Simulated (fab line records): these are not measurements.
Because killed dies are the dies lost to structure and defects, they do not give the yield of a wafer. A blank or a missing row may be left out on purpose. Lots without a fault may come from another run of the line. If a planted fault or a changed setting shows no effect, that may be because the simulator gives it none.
Matching of chambers	flow nand harc	NHARC_A_WL_FILL_ALD_02 on ald metal-01 has 4 sister chambers
The step deposits TiN, target thk 2 nm, pulse time 3 s, ald cycles 100. 4 wafers are shown with their chamber, then 7 later ones without.

## WAFERS PAIRED WITH THEIR CHAMBERS
wafer	chamber	heater power w (W)
L280.4	2	1081
L285.1	0	923
L283.1	3	946
L283.4	1	1279

## WAFERS WITH NO CHAMBER GIVEN
wafer	heater power w (W)
L283.5	924
L288.1	1270
L288.3	1048
L288.5	960
L290.1	934
L290.4	1264
L290.5	1266

## EACH ONE'S CHAMBER
wafer	from the rows above	in truth
L283.5	can't be placed: 0 or 3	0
L288.1	1	1
L288.3	2	2
L288.5	can't be placed: 3 or 0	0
L290.1	can't be placed: 0 or 3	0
L290.4	1	1
L290.5	1	1
Correctly placed: 4 of 7. Can't be placed from these rows: 3 (the true chamber is among the candidates in 3). Placed wrongly: 0.
How it was worked out, from the rows above alone: a wafer's distance from a chamber is the root of the sum, over the readings, of the square of ((its reading less the chamber's mean) divided by the reading's scatter). If the next closest chamber is less than 2 further off than the closest, the wafer can't be placed; otherwise it belongs to the closest. For every chamber, the mean is computed from those of its wafers that are shown. The scatter: root of mean squared gap, hidden wafer to nearest shown wafer, with one shown wafer a chamber.
